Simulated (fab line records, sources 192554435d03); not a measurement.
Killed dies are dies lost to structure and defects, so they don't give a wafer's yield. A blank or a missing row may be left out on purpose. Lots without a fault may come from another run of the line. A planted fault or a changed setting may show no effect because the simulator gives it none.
fab line records | flow n5_finfet | part 1 of 2: steps 1 to 40 of 41
record lots=5 wafers=15 last_day=17
route steps=1938 shown BEOL_M4@1099 BEOL_M5@1112 BEOL_M11@1556 PASSIVATION@1936
lots that met no fault: from a run of the same line without faults
start_h: hours from the record's first day to the start of the lot's first wafer shown | wait_h: hours since the lot's step before | " the same as in the row above | L1.1+2: a row that stands for several wafers | - no value, or no start given | * or withheld: withheld | < > ~ a bound
route shown NAME@n: a module of which the file shows steps, and the number in the route of the first | usual: mean/standard deviation of fault-free wafers | same: alike in all rows | chamber/n: place in a boat | sites: the reading at each site | _std_site: their standard deviation | _edge_site: outer sites' mean less inner sites' | radius_mm: how far each site lies from the wafer's centre | mask NAME#n: copy n | behind: the tool/chamber that last shaped the wafer | hold: why the lot was held/for how many hours/how that ended | device: the transistor (n, p or np) that didn't switch | end of line: the same wafers' tests at the end of the route | a step without rows: its recipe alone | killed: dies lost to structure and defects at the first sort, not the wafer's yield | map: a wafer's dies, x killed, . not, _ none there
set.NAME: the setting as run; set.NAME@STEP: as run at that earlier step | model.NAME: the simulator's own value behind a step, which no gauge read
lots at some steps of the route; a table a step, a row a wafer
services: from which hour (start_h, from the record's first day; less than 0 if before it) a tool's chamber was out of use, for how many hours, and why
## steps
# step N5_BEOL_M4_ANNEAL_95
# recipe temp_c=400 time_s=240 ambient=vacuum
# step N5_BEOL_M4_SPUTTER_96
# recipe material=Cu target_thk_a=45 temp_c=-20 chamber_pressure_pa=0.07 power_w=withheld time_s=8.29
# step N5_BEOL_M4_ECD_50
# recipe material=Cu target_thk_a=3000
# step N5_BEOL_M4_ANNEAL_51
# recipe temp_c=225 time_s=90 ambient=N2
# step N5_BEOL_M4_CMP_52
# recipe stop_on=SiOC t_overpolish_s=6.8 down_force_psi=1 platen_rpm=50 clearing_platen_down_force_psi=1.5 clearing_platen_rpm=50 post_cmp_clean=cu_alkaline target_thk_nm=40 clearing_platen_pad_velocity_m_s=0.99484 pad_velocity_m_s=0.99484
# step N5_BEOL_M4_PRE_CLEAN_60
# recipe gas=NH3/H2 time_s=15 temp_c=* rf_power_w=300
# step N5_BEOL_M4_CO_CAP_55
# recipe material=Co target_thk_a=20 temp_c=200 precursor=CCTBA/H2 pressure_torr=30 time_s=102.1
# step N5_BEOL_M4_PRE_CLEAN_56
# recipe gas=NH3 time_s=15 temp_c=withheld rf_power_w=300
# step N5_BEOL_M4_DEP_57
# recipe material=SiCN target_thk_a=80 temp_c=withheld precursor=3MS/NH3 pressure_torr=3 rf_w=202 time_s=14
# step N5_BEOL_M4_RC_MEAS_101
# usual DIBL_N=37.5/2.5 DIBL_P=38/3.1 IOFF_N=0.19/0.059 IOFF_P=0.24/0.061 ION_N=679/16 ION_P=465/9.8 SS_N=72.0/0.8 SS_P=73.7/0.86 VT_N=248/4.5 VT_P=-249/3.5
# columns lot.wafer tool chamber start_h wait_h DIBL_N[mV/V] DIBL_P[mV/V] IOFF_N[nA/um] IOFF_P[nA/um] ION_N[uA/um] ION_P[uA/um] SS_N[mV/dec] SS_P[mV/dec] VT_N[mV] VT_P[mV]
L772.1 prober-01 0 215.28 0.0 39.4 41 0.22 0.28 692 471 72.9 74.1 248 -248
L772.2 " 0 " " 42.2 45 0.33 0.38 704 473 73.8 75.4 241 -243
L772.4 " 0 " " 42.3 44 0.35 0.34 714 472 74.2 75.5 240 -243
L776.1 prober-01 0 251.41 0.0 34.7 36 0.16 0.24 683 473 71.0 73.0 247 -246
L776.3 " 0 " " 38.7 41 0.25 0.35 710 487 72.4 74.7 241 -242
L776.6 " 0 " " 34.1 35 0.15 0.22 683 476 71.6 73.2 248 -249
L778.2 prober-02 0 253.39 0.2 37.7 38 0.20 0.22 663 450 71.7 73.8 244 -250
L778.5 " 0 " " 35.4 35 0.16 0.18 665 454 72.1 73.3 249 -255
L778.6 " 0 " " 36.9 36 0.17 0.19 658 445 71.6 73.3 250 -253
L779.3 prober-02 0 257.34 0.3 43.9 45 0.41 0.56 724 496 73.8 75.5 236 -235
L779.4 " 0 " " 36.5 34 0.15 0.23 690 476 71.1 72.3 250 -245
L779.6 " 0 " " 36.9 34 0.17 0.24 683 472 72.2 73.3 247 -243
L786.1 prober-02 0 310.35 0.0 36.5 34 0.15 0.19 672 461 71.7 72.9 251 -251
L786.2 " 0 " " 43.6 43 0.33 0.36 698 479 73.5 75.8 240 -243
L786.6 " 0 " " 39.7 38 0.20 0.24 671 458 72.5 73.3 247 -248
# step N5_BEOL_M5_ILD_DEP_00
# recipe material=SiCOH_lowk target_thk_a=1406.4 temp_c=300 precursor=DEMS/porogen pressure_torr=5 rf_w=500 time_s=25.9
# step N5_BEOL_M5_CURE_79
# recipe temp_c=385 time_s=240 ambient=He/Ar material=SiCOH_lowk
# step N5_BEOL_M5_PECVD_70
# recipe material=SiO2 target_thk_a=160 temp_c=400 precursor=TEOS/O2 pressure_torr=5.5 rf_w=450 teos_flow_sccm=53.8 gas=O2 flow_sccm=3000 time_s=18
# step N5_BEOL_M5_HM_DEP_02
# recipe material=TiN target_thk_a=200 temp_c=25 chamber_pressure_pa=0.49996
# step N5_BEOL_M5_COAT_59
# recipe resist=SOC temp_c=250 time_s=60 spin_rpm=1500 resist_thk_nm=60
# step N5_BEOL_M5_COAT_60
# recipe resist=SiARC temp_c=220 time_s=60 spin_rpm=1500 resist_thk_nm=12
# step N5_BEOL_M5_COAT_71
# recipe resist=underlayer temp_c=205 time_s=60 spin_rpm=1500 resist_thk_nm=5
# step N5_BEOL_M5_COAT_05
# recipe resist=CAR-EUV spin_rpm=1500 resist_thk_nm=30
# step N5_BEOL_M5_EBR_07
# recipe solvent=PGMEA ebr_width_mm=1.5
# step N5_BEOL_M5_SOFTBAKE_06
# recipe temp_c=110 time_s=60 resist=CAR-EUV
# step N5_BEOL_M5_EXPOSE_08
# recipe mask_id=M5 na=0.33 source_shape=annular sigma_inner=0.4 sigma_outer=0.8 polarization=unpolarized target_cd_nm=28 dose_mj=35.75
# step N5_BEOL_M5_PEB_09
# recipe peb_temp_c=100 peb_time_s=60 resist=CAR-EUV
# step N5_BEOL_M5_DEVELOP_10
# recipe develop_time_s=30 developer=TMAH resist=CAR-EUV rinse_liquid=surfactant_rinse dry=air_spin dev_temp_c=23
# step N5_BEOL_M5_DESCUM_16
# recipe chemistry=O2 time_s=7 source_power_w=50 bias_power_w=20 pressure_mtorr=20 rf_frequency_hz=2.712e+07 temp_c=40 resist=CAR-EUV o2_flow_sccm=225
# step N5_BEOL_M5_ETCH_72
# recipe chemistry=N2/H2 target=underlayer target_depth_a=65 mask_material=CAR-EUV time_s=5.2 ion_energy_ev=200 pressure_mtorr=30 source_w=840 bias_w=150 n2_flow_sccm=200 h2_flow_sccm=200 ends=cleared
# step N5_BEOL_M5_ETCH_61
# recipe chemistry=CF4 target=SiARC target_depth_a=156 mask_material=CAR-EUV time_s=26 ion_energy_ev=80 pressure_mtorr=40 source_w=545 bias_w=36 Ar_flow_sccm=100 cf4_flow_sccm=100 ends=cleared
# step N5_BEOL_M5_ETCH_62
# recipe chemistry=N2/H2 target=SOC target_depth_a=750 overetch_a=150 mask_material=SiARC temp_c=40 time_s=112.5 ion_energy_ev=200 pressure_mtorr=30 source_w=840 bias_w=150 n2_flow_sccm=200 h2_flow_sccm=200
# step N5_BEOL_M5_STRIP_63
# recipe chemistry=N2/H2 temp_c=40 n2_flow_sccm=200 h2_flow_sccm=200 rf_frequency_hz=6e+07
# step N5_BEOL_M5_STRIP_73
# recipe chemistry=N2/H2 temp_c=40 n2_flow_sccm=200 h2_flow_sccm=200 rf_frequency_hz=6e+07
# step N5_BEOL_M5_STRIP_64
# recipe chemistry=CF4 resist=SiARC power_w=300 bias_power_w=75 pressure_mtorr=50 cf4_flow_sccm=150 rf_frequency_hz=6e+07
# step N5_BEOL_M5_HM_OPEN_17
# recipe chemistry=Cl2/BCl3 target_depth_a=200 overetch_a=60 target=TiN mask_material=SOC ion_energy_ev=150 pressure_mtorr=10 icp_w=1000 bias_w=126 Cl2_flow_sccm=53.25 bcl3_flow_sccm=21.75 Ar_flow_sccm=25
# step N5_BEOL_M5_STRIP_19
# recipe chemistry=O2 power_w=400 temp_c=40 pressure_mtorr=30 rf_frequency_hz=6e+07 bias_power_w=0 overash_fraction=0.2 o2_flow_sccm=225
# step N5_BEOL_M5_COAT_65
# recipe resist=SOC temp_c=250 time_s=60 spin_rpm=1500 resist_thk_nm=60
# step N5_BEOL_M5_COAT_66
# recipe resist=SiARC temp_c=220 time_s=60 spin_rpm=1500 resist_thk_nm=12
# step N5_BEOL_M11_STRIP_67
# recipe chemistry=CF4 resist=SiARC power_w=300 bias_power_w=75 pressure_mtorr=50 cf4_flow_sccm=150 rf_frequency_hz=6e+07
# usual bias_power_w=75.05/0.24 cf4_flow_sccm=150.0/0.47 drypump_motor_current_A=5.5/0.36 oes_product_au=0.79/0.082 rf_vpp_V=271.2/1.6 showerhead_plenum_p_Torr=1.79/0.056 throttle_valve_pct=13.62/0.23
# columns lot.wafer tool chamber start_h wait_h bias_power_w cf4_flow_sccm drypump_motor_current_A oes_product_au rf_hours_counter_h rf_vpp_V showerhead_plenum_p_Torr throttle_valve_pct model.SiARC_of_BEOL_M11_COAT_60.thk_nm
L772.1 rie_diel-04 0 272.59 0.0 74.88 150.9 5.7 0.82 77 270.8 1.76 13.52 0
L772.2 " 3 " " 74.69 149.6 5.4 0.70 225 273.4 1.85 13.85 0
L772.4 " 2 " " 75.04 149.8 5.7 0.71 193 269.5 1.72 13.69 0
L778.2 rie_diel-02 3 317.96 0.0 - - - - - - - - 23.6
L778.5 " 2 " " - - - - - - - - 23.2
L778.6 " 1 " " - - - - - - - - 23
L779.3 rie_diel-04 0 317.96 0.0 - - - - - - - - 23.6
L779.4 " 1 " " - - - - - - - - 23.6
L779.6 " 3 " " - - - - - - - - 23.6
L776.1 rie_diel-06 0 318.00 0.0 - - - - - - - - 23.4
L776.3 " 3 " " - - - - - - - - 23.2
L776.6 " 3 " " - - - - - - - - 23.2
L786.1 rie_diel-02 2 373.00 0.0 75.08 150.7 5.8 0.84 72 269.4 1.73 13.21 0
L786.2 " 0 " " 75.20 150.7 4.8 0.88 37 269.3 1.77 13.52 0
L786.6 " 0 " " 74.88 150.4 4.7 0.88 - 270.2 1.77 13.52 0
# step N5_BEOL_M11_STRIP_19
# recipe chemistry=O2 power_w=400 temp_c=40 pressure_mtorr=30 rf_frequency_hz=6e+07 bias_power_w=0 overash_fraction=0.2 o2_flow_sccm=225
# usual chamber_pressure_mTorr=30.00/0.035 drypump_motor_current_A=5.5/0.37 oes_product_au=0.80/0.091 rf_vpp_V=3.6/0.63 showerhead_plenum_p_Torr=2.10/0.07 temp_c=40.00/0.12 throttle_valve_pct=16.73/0.22
# same bias_power_w=0
# columns lot.wafer tool chamber start_h wait_h chamber_pressure_mTorr drypump_motor_current_A oes_product_au rf_hours_counter_h rf_vpp_V showerhead_plenum_p_Torr temp_c throttle_valve_pct model.SOC_of_BEOL_M11_COAT_59.thk_nm
L772.1 rie_diel-04 1 272.74 0.1 29.98 5.0 0.96 2 3.6 2.05 40.19 16.45 0
L772.2 " 2 " " 30.00 5.7 0.71 193 5.2 2.01 39.88 16.77 0
L772.4 " 3 " " 30.05 5.4 0.69 225 4.0 2.18 40.05 16.92 0
L778.2 rie_diel-06 0 318.11 0.1 29.98 5.5 0.71 195 5.2 2.16 39.78 16.78 91.6
L778.5 " 3 " " 30.06 5.2 0.82 - 4.9 2.20 40.00 16.39 92
L778.6 " 2 " " 29.97 6.1 0.74 - 4.2 2.10 39.85 16.80 91.8
L776.1 rie_diel-04 3 318.15 0.1 30.03 5.5 0.70 238 2.2 2.18 40.12 16.98 92.2
L776.3 " 1 " " 29.93 5.0 0.90 15 3.4 2.05 40.15 16.48 91.8
L776.6 " 1 " " 30.00 5.0 0.92 - 4.6 2.05 40.01 16.47 92
L779.3 rie_diel-06 0 318.20 0.1 29.99 5.6 0.72 195 4.2 2.16 40.05 16.79 92.2
L779.4 " 3 " " 29.97 5.2 0.83 75 3.7 2.20 40.03 16.39 92.4
L779.6 " 3 " " 30.01 5.2 0.83 - 2.6 2.20 39.86 16.38 92.6
L786.1 rie_diel-06 2 373.15 0.1 30.01 6.1 0.72 182 2.5 2.09 40.00 16.82 0
L786.2 " 1 " " 29.98 5.4 0.79 119 3.9 2.02 40.13 16.93 0
L786.6 " 3 " " 29.98 5.2 0.80 - 3.6 2.19 40.01 16.42 0
# step N5_BEOL_M11_ETCH_66
# recipe chemistry=N2/H2 target=SOC target_depth_a=1200 overetch_a=240 mask_material=SiARC temp_c=40 time_s=180 ion_energy_ev=200 pressure_mtorr=30 source_w=840 bias_w=150 n2_flow_sccm=200 h2_flow_sccm=200
# usual drypump_motor_current_A=5.6/0.36 oes_product_au=0.64/0.066 rf_vpp_V=523.8/2.4 showerhead_plenum_p_Torr=2.55/0.095 temp_c=40.00/0.12 throttle_valve_pct=17.89/0.22
# columns lot.wafer tool chamber start_h wait_h drypump_motor_current_A oes_product_au rf_hours_counter_h rf_vpp_V showerhead_plenum_p_Torr temp_c throttle_valve_pct model.etch.depth_nm
L772.1 rie_diel-04 2 276.25 0.0 5.7 0.57 194 519.4 2.41 39.87 17.72 99.98
L772.2 " 0 " " 5.6 0.67 78 522.3 2.47 40.01 17.80 100.1
L772.4 " 1 " " 5.0 0.78 3 522.2 2.50 39.96 17.62 99.89
L776.1 rie_diel-02 3 322.88 0.0 5.7 0.83 84 528.2 2.69 40.37 18.29 144.5
L776.3 " 0 " " 4.7 0.93 20 523.0 2.51 39.81 17.94 149.2
L776.6 " 0 " " 4.8 0.94 - 520.7 2.51 39.91 17.95 148.6
L779.3 rie_diel-06 1 323.36 0.0 5.4 0.81 103 521.8 2.45 40.02 18.06 148.6
L779.4 " 0 " " 5.5 0.72 195 525.9 2.65 40.01 18.13 147.1
L779.6 " 0 " " 5.6 0.72 - 526.1 2.65 39.94 18.12 147.2
L778.2 rie_diel-02 0 328.53 0.0 4.8 0.92 22 522.7 2.51 40.06 17.93 147.5
L778.5 " 1 " " 6.0 0.67 - 524.9 2.48 39.97 17.96 142.9
L778.6 " 2 " " 5.8 0.87 - 521.3 2.46 40.13 17.47 147.9
L786.1 rie_diel-06 0 373.92 0.0 5.6 0.57 209 525.9 2.64 40.12 18.12 99.98
L786.2 " 1 " " 5.4 0.63 119 521.7 2.45 40.29 18.07 99.99
L786.6 " 3 " " 5.2 0.65 - 527.9 2.70 39.93 17.75 100.3
# step N5_BEOL_M11_VIA_ETCH_34
# recipe chemistry=C4F6/O2 target=SiCOH_lowk target_depth_a=1845 mask_material=SOC taper_deg=4 time_s=69.2 ion_energy_ev=250 pressure_mtorr=30 source_w=345 bias_w=185 Ar_flow_sccm=300 C4F6_flow_sccm=10 O2_flow_sccm=10
# usual drypump_motor_current_A=5.6/0.37 oes_product_au=0.79/0.083 rf_vpp_V=677/20 showerhead_plenum_p_Torr=2.85/0.087 throttle_valve_pct=20.94/0.18
# columns lot.wafer tool chamber start_h wait_h drypump_motor_current_A oes_product_au rf_hours_counter_h rf_vpp_V showerhead_plenum_p_Torr throttle_valve_pct
L772.1 rie_diel-04 2 276.37 0.0 5.7 0.70 194 655 2.71 20.86
L772.2 " 0 " " 5.6 0.82 78 688 2.79 20.95
L772.4 " 1 " " 5.0 0.96 3 702 2.79 20.71
L776.1 rie_diel-02 3 323.01 0.0 5.7 0.31 84 666 2.96 20.86
L776.3 " 0 " " 4.8 0.34 20 679 2.83 20.93
L776.6 " 0 " " 4.8 0.34 - 679 2.83 20.93
L779.3 rie_diel-06 1 323.48 0.0 5.4 0.31 103 673 2.77 21.07
L779.4 " 0 " " 5.6 0.27 195 658 2.96 20.93
L779.6 " 0 " " 5.6 0.27 - 656 2.96 20.93
L778.2 rie_diel-02 0 328.65 0.0 4.8 0.35 22 681 2.83 20.93
L778.5 " 1 " " 5.9 0.26 - 712 2.79 20.87
L778.6 " 2 " " 5.8 0.32 - 655 2.79 20.54
L786.1 rie_diel-06 0 374.05 0.0 5.6 0.71 210 656 2.95 21.15
L786.2 " 1 " " 5.5 0.80 119 671 2.76 21.26
L786.6 " 3 " " 5.2 0.80 - 702 2.99 20.74
# step N5_BEOL_M11_ETCH_41
# recipe chemistry=CH3F/O2 target=SiCN target_depth_a=426 taper_deg=2 time_s=86 ion_energy_ev=120 mask_material=TiN pressure_mtorr=30 source_w=395 bias_w=75 Ar_flow_sccm=150 CH3F_flow_sccm=30 O2_flow_sccm=20
# usual drypump_motor_current_A=5.5/0.36 oes_product_au=0.79/0.083 rf_vpp_V=297.4/1.6 showerhead_plenum_p_Torr=2.00/0.063 throttle_valve_pct=16.35/0.18
# columns lot.wafer tool chamber start_h wait_h drypump_motor_current_A oes_product_au rf_hours_counter_h rf_vpp_V showerhead_plenum_p_Torr throttle_valve_pct model.SiARC_of_BEOL_M11_COAT_60.thk_nm
L772.1 rie_diel-04 2 - - 5.7 0.70 194 295.9 1.90 16.36 0
L772.2 " 0 " " 5.6 0.81 78 295.4 1.96 16.27 0
L772.4 " 1 " " 5.0 0.95 3 296.5 1.96 16.13 0
L776.1 rie_diel-02 3 - - 5.7 0.82 84 299.7 2.08 16.44 11.2
L776.3 " 0 " " 4.8 0.94 20 296.4 1.98 16.33 10.6
L776.6 " 0 " " 4.8 0.94 - 296.3 1.98 16.35 10.6
L779.3 rie_diel-06 1 - - 5.4 0.81 103 295.5 1.94 16.58 11
L779.4 " 0 " " 5.6 0.72 195 298.8 2.08 16.51 11
L779.6 " 0 " " 5.6 0.73 - 298.3 2.08 16.48 11.2
L778.2 rie_diel-02 0 - - 4.7 0.93 22 296.3 1.98 16.33 10.8
L778.5 " 1 " " 5.9 0.68 - 298.1 1.96 16.52 10.8
L778.6 " 2 " " 5.8 0.87 - 297.6 1.96 16.05 10.4
L786.1 rie_diel-06 0 - - 5.6 0.72 210 299.4 2.07 16.50 0
L786.2 " 1 " " 5.4 0.80 119 295.2 1.94 16.61 0
L786.6 " 3 " " 5.2 0.80 - 298.8 2.10 16.13 0
# step N5_BEOL_M11_OCD_MEAS_38
# usual trench_depth_nm=149/3.3
# columns lot.wafer tool chamber start_h wait_h trench_depth_nm
L772.1 ocd-01 - 276.66 - 146
L772.2 " - " " 145
L772.4 " - " " 144
L776.1 ocd-02 - 323.29 - -
L776.3 " - " " -
L776.6 " - " " -
L779.3 ocd-02 - 323.77 - -
L779.4 " - " " -
L779.6 " - " " -
L778.2 ocd-02 - 328.94 - -
L778.5 " - " " -
L778.6 " - " " -
L786.1 ocd-01 - 374.33 - 154
L786.2 " - " " 154
L786.6 " - " " 147
## key
first_sign step=N5_BEOL_M11_STRIP_67 reading=tool_record direction=missing
effect step=N5_BEOL_M11_ETCH_66 reading=oes_product_au direction=up sigmas=2.8 usual=0.64 struck=0.82 wafers_moved=8
effect step=N5_BEOL_M11_VIA_ETCH_34 reading=oes_product_au direction=down sigmas=5.8 usual=0.79 struck=0.31
effect step=N5_BEOL_M11_OCD_MEAS_38 reading=trench_depth_nm direction=missing
effect step=N5_PASSIVATION_PROBE_49 reading=killed_at_M4_up direction=up sigmas=99+ usual=14 struck=1107
model_effect step=N5_BEOL_M11_STRIP_67 value=SiARC_of_BEOL_M11_COAT_60.thk_nm without=0 struck=23.38
model_effect step=N5_BEOL_M11_STRIP_19 value=SOC_of_BEOL_M11_COAT_59.thk_nm without=0 struck=92.07
model_effect step=N5_BEOL_M11_ETCH_66 value=etch.depth_nm without=99.89 struck=147.1
model_effect step=N5_BEOL_M11_ETCH_41 value=SiARC_of_BEOL_M11_COAT_60.thk_nm without=0 struck=10.84
more_kills_born_at N5_BEOL_M11_ETCH_66@rie_diel-02=6548 N5_BEOL_M11_ETCH_66@rie_diel-06=3252
met_at N5_BEOL_M11_STRIP_67
struck_wafers L776.1,L776.3,L776.6,L778.2,L778.5,L778.6,L779.3,L779.4,L779.6
later_rows_left_out L776.1,L776.3,L776.6,L778.2,L778.5,L778.6,L779.3,L779.4,L779.6
onset_between 272.59 317.96
fault kind=skipped_step_whole tool=rie_diel-02,rie_diel-04,rie_diel-06 chamber=- onset_h=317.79 steps=N5_BEOL_M11_STRIP_67 scope=struck_lots_only
# later_rows_left_out: the simulator's readings of these wafers behind a module that went badly wrong aren't trusted and aren't shown, but for the sort
